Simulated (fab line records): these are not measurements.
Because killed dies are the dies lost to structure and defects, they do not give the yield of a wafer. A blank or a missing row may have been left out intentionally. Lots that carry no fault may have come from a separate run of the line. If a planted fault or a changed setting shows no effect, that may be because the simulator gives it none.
Which of the tools did it? -- flow n5-finfet -- 14 lots with 42 wafers sampled at 3 steps, on a route of 1938 steps

WHAT THE GAUGES SHOWED, per wafer
N5_START_INSPECT_01: inspects for defects (unpatterned scan). Usual: raw-defect-count at 5.4, with a standard deviation of 2.5.
lot,measured,on,raw-defect-count,flag
L553,day 1 18:02,defect-inspect-01,3 6 3,
L554,day 2 00:02,defect-inspect-02,6 5 8,
L555,day 2 06:02,defect-inspect-02,9 1 5,
L556,day 2 12:02,defect-inspect-02,5 6 8,
L557,day 2 18:02,defect-inspect-01,2 4 5,
L558,day 3 00:02,defect-inspect-02,2 7 6,
L561,day 3 18:02,defect-inspect-01,5 6 5,
L563,day 4 06:02,defect-inspect-02,6 4 7,
L564,day 4 12:02,defect-inspect-01,5 5 7,
L565,day 4 18:02,defect-inspect-01,4 7 5,
L567,day 5 06:02,defect-inspect-01,2 6 5,
L568,day 5 12:02,defect-inspect-02,9 11 3,
L571,day 6 06:02,defect-inspect-01,5 4 11,
L574,day 7 00:02,defect-inspect-01,3 1 1,

N5_WELL_APT_CD_MEAS_08: target cd 200 nm. Usual: cd-nm at 199.1 nm, with a standard deviation of 1.4.
lot,measured,on,cd-nm (nm),flag
L553,day 1 19:56,cd-sem-03,197.5 197.2 197.1,
L554,day 2 02:00,cd-sem-01,200.8 201.1 199.1,
L555,day 2 07:41,cd-sem-01,199.5 199.6 198.4,
L556,day 2 13:35,cd-sem-02,199.4 200.0 199.2,
L557,day 2 19:43,cd-sem-03,199.1 201.6 199.3,
L558,day 3 01:35,cd-sem-03,198.8 200.1 198.9,
L561,day 3 19:41,cd-sem-03,200.6 201.8 200.7,
L563,day 4 07:34,cd-sem-01,198.4 197.5 199.2,
L564,day 4 14:09,cd-sem-01,197.2 196.2 197.7,
L565,day 4 19:34,cd-sem-03,199.6 201.2 199.7,
L571,day 6 07:49,cd-sem-03,199.2 201.1 201.5,
L574,day 7 01:41,cd-sem-02,200.4 199.4 199.0,

TOOL THAT RAN EACH LOT (tool first, then ch and the chambers of the sampled wafers, then the start)
lot,N5_ZERO_LAYER_PEB_09
L553,"litho-track-03 ch 0, day 1 18:39"
L554,"litho-track-01 ch 0, day 2 00:33"
L555,"litho-track-01 ch 0, day 2 06:31"
L556,"litho-track-03 ch 0, day 2 12:33"
L557,"litho-track-04 ch 0, day 2 18:40"
L558,"litho-track-03 ch 0, day 3 00:33"
L561,"litho-track-04 ch 0, day 3 18:39"
L563,"litho-track-04 ch 0, day 4 06:32"
L564,"litho-track-01 ch 0, day 4 12:31"
L565,"litho-track-04 ch 0, day 4 18:31"
L567,"litho-track-04, day 5 06:39"
L568,"litho-track-04, day 5 12:39"
L571,"litho-track-01 ch 0, day 6 06:39"
L574,"litho-track-04 ch 0, day 7 00:31"
- N5_ZERO_LAYER_PEB_09

WHAT THE TOOLS THEMSELVES READ (means of the sampled wafers that have a number; where no wafer has one, the mark that the record gives instead)
N5_ZERO_LAYER_PEB_09. Usual: exhaust-pa at 44.9 Pa, with a standard deviation of 0.87.
lot,tool,exhaust-pa (Pa),flag
L553,litho-track-03,44.4,
L554,litho-track-01,44.1,
L555,litho-track-01,46.0,
L556,litho-track-03,44.0,
L557,litho-track-04,44.0,
L558,litho-track-03,45.7,
L561,litho-track-04,44.7,
L563,litho-track-04,46.1,
L564,litho-track-01,44.6,
L565,litho-track-04,46.1,
L567,litho-track-04,-,OFF
L568,litho-track-04,-,OFF
L571,litho-track-01,45.3,
L574,litho-track-04,43.8,

THE ANSWER, worked out from the rows above alone
Rule: a lot counts as off when the mean over its wafers that have a number is more than 3 standard deviations away from the usual mean. A lot without any number at a reading at which 4 lots or more have one is off too. The other lots that the step has rows for count as sound. Order of review: gauges by route order, followed by the tools' own readings, for which a lot's mean as printed above is used. At the first step where some lot is off, the reading lying furthest off is the one used; lots without a number count as furthest.
Off, at N5_ZERO_LAYER_PEB_09 on exhaust-pa: L567, L568. Without a number there: L567, L568.
A tool fits if, at that step or a process step before it, it ran every lot that is off, and no sound lot after the first of them. Of those tried, none fits.

WHAT THE SIMULATOR PUT IN
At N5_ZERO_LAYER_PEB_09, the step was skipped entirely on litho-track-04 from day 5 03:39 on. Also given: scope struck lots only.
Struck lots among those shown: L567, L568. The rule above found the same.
